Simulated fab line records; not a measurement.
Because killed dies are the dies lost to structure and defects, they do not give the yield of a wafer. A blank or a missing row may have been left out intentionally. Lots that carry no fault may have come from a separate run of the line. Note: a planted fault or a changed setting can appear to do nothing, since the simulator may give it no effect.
Chamber matching / flow nand-harc / NHARC_A_CONTACT_DESCUM_47 on rie-diel-01 has 4 sister chambers
The step chemistry O2, time 3 s. 16 wafers are shown with their chamber, then 8 later ones without.

== WAFERS, EACH WITH ITS CHAMBER ==
wafer=L074.1; chamber=0; drypump-motor-current-A (A)=6.0; showerhead-plenum-p-Torr (Torr)=2.05; oes-product-au (a.u.)=0.981
wafer=L074.5; chamber=3; drypump-motor-current-A (A)=5.0; showerhead-plenum-p-Torr (Torr)=1.95; oes-product-au (a.u.)=1.005
wafer=L074.6; chamber=2; drypump-motor-current-A (A)=5.5; showerhead-plenum-p-Torr (Torr)=1.88; oes-product-au (a.u.)=0.978
wafer=L076.3; chamber=3; drypump-motor-current-A (A)=5.0; showerhead-plenum-p-Torr (Torr)=1.95; oes-product-au (a.u.)=0.995
wafer=L076.4; chamber=2; drypump-motor-current-A (A)=5.5; showerhead-plenum-p-Torr (Torr)=1.88; oes-product-au (a.u.)=0.983
wafer=L076.5; chamber=3; drypump-motor-current-A (A)=5.0; showerhead-plenum-p-Torr (Torr)=1.95; oes-product-au (a.u.)=0.992
wafer=L080.3; chamber=1; drypump-motor-current-A (A)=5.6; showerhead-plenum-p-Torr (Torr)=1.91; oes-product-au (a.u.)=1.020
wafer=L080.5; chamber=0; drypump-motor-current-A (A)=6.0; showerhead-plenum-p-Torr (Torr)=2.05; oes-product-au (a.u.)=0.988
wafer=L080.6; chamber=3; drypump-motor-current-A (A)=5.0; showerhead-plenum-p-Torr (Torr)=1.95; oes-product-au (a.u.)=0.997
wafer=L078.2; chamber=0; drypump-motor-current-A (A)=6.0; showerhead-plenum-p-Torr (Torr)=2.05; oes-product-au (a.u.)=0.992
wafer=L078.4; chamber=3; drypump-motor-current-A (A)=5.0; showerhead-plenum-p-Torr (Torr)=1.95; oes-product-au (a.u.)=0.998
wafer=L078.5; chamber=3; drypump-motor-current-A (A)=5.0; showerhead-plenum-p-Torr (Torr)=1.95; oes-product-au (a.u.)=0.990
wafer=L085.1; chamber=0; drypump-motor-current-A (A)=6.0; showerhead-plenum-p-Torr (Torr)=2.04; oes-product-au (a.u.)=0.985
wafer=L085.3; chamber=2; drypump-motor-current-A (A)=5.6; showerhead-plenum-p-Torr (Torr)=1.87; oes-product-au (a.u.)=0.978
wafer=L085.4; chamber=3; drypump-motor-current-A (A)=5.0; showerhead-plenum-p-Torr (Torr)=1.94; oes-product-au (a.u.)=0.989
wafer=L088.2; chamber=0; drypump-motor-current-A (A)=6.0; showerhead-plenum-p-Torr (Torr)=2.04; oes-product-au (a.u.)=0.993

SIGNATURES (means of the wafers above)
reading=drypump-motor-current-A; chamber 0=6.000; chamber 1=5.600; chamber 2=5.533; chamber 3=5.000; scatter within a chamber=0.0236
reading=showerhead-plenum-p-Torr; chamber 0=2.0460; chamber 1=1.9100; chamber 2=1.8767; chamber 3=1.9486; scatter within a chamber=0.00476
reading=oes-product-au; chamber 0=0.98780; chamber 1=1.02000; chamber 2=0.97967; chamber 3=0.99514; scatter within a chamber=0.00499
Rule: distance of a wafer from a chamber = root of the sum over the readings of ((wafer's reading minus chamber's mean) / reading's scatter) squared. If the next closest chamber is less than 2 further off than the closest, the wafer can't be placed; otherwise it belongs to the closest. How the scatter is found: for the shown wafers, subtract from each reading the mean of its chamber, square and add these, divide the total by (wafers less chambers), then take the root.

== WAFERS WHOSE CHAMBER IS MISSING ==
wafer=L088.3; drypump-motor-current-A (A)=5.0; showerhead-plenum-p-Torr (Torr)=1.94; oes-product-au (a.u.)=1.006
wafer=L088.6; drypump-motor-current-A (A)=5.5; showerhead-plenum-p-Torr (Torr)=1.87; oes-product-au (a.u.)=0.984
wafer=L093.2; drypump-motor-current-A (A)=5.6; showerhead-plenum-p-Torr (Torr)=1.87; oes-product-au (a.u.)=0.988
wafer=L093.3; drypump-motor-current-A (A)=6.0; showerhead-plenum-p-Torr (Torr)=2.04; oes-product-au (a.u.)=0.989
wafer=L093.5; drypump-motor-current-A (A)=5.0; showerhead-plenum-p-Torr (Torr)=1.94; oes-product-au (a.u.)=1.007
wafer=L093.1; drypump-motor-current-A (A)=5.0; showerhead-plenum-p-Torr (Torr)=1.94; oes-product-au (a.u.)=1.001
wafer=L093.4; drypump-motor-current-A (A)=5.6; showerhead-plenum-p-Torr (Torr)=1.90; oes-product-au (a.u.)=1.018
wafer=L093.6; drypump-motor-current-A (A)=5.5; showerhead-plenum-p-Torr (Torr)=1.87; oes-product-au (a.u.)=0.985

== CHAMBER TAKEN BY EACH ==
wafer=L088.3; from the rows above=3; in truth=3
wafer=L088.6; from the rows above=2; in truth=2
wafer=L093.2; from the rows above=2; in truth=2
wafer=L093.3; from the rows above=0; in truth=0
wafer=L093.5; from the rows above=3; in truth=3
wafer=L093.1; from the rows above=3; in truth=3
wafer=L093.4; from the rows above=1; in truth=1
wafer=L093.6; from the rows above=2; in truth=2
Placed correctly: 8 of 8. Number that these rows cannot place: 0. Placed wrongly: 0.
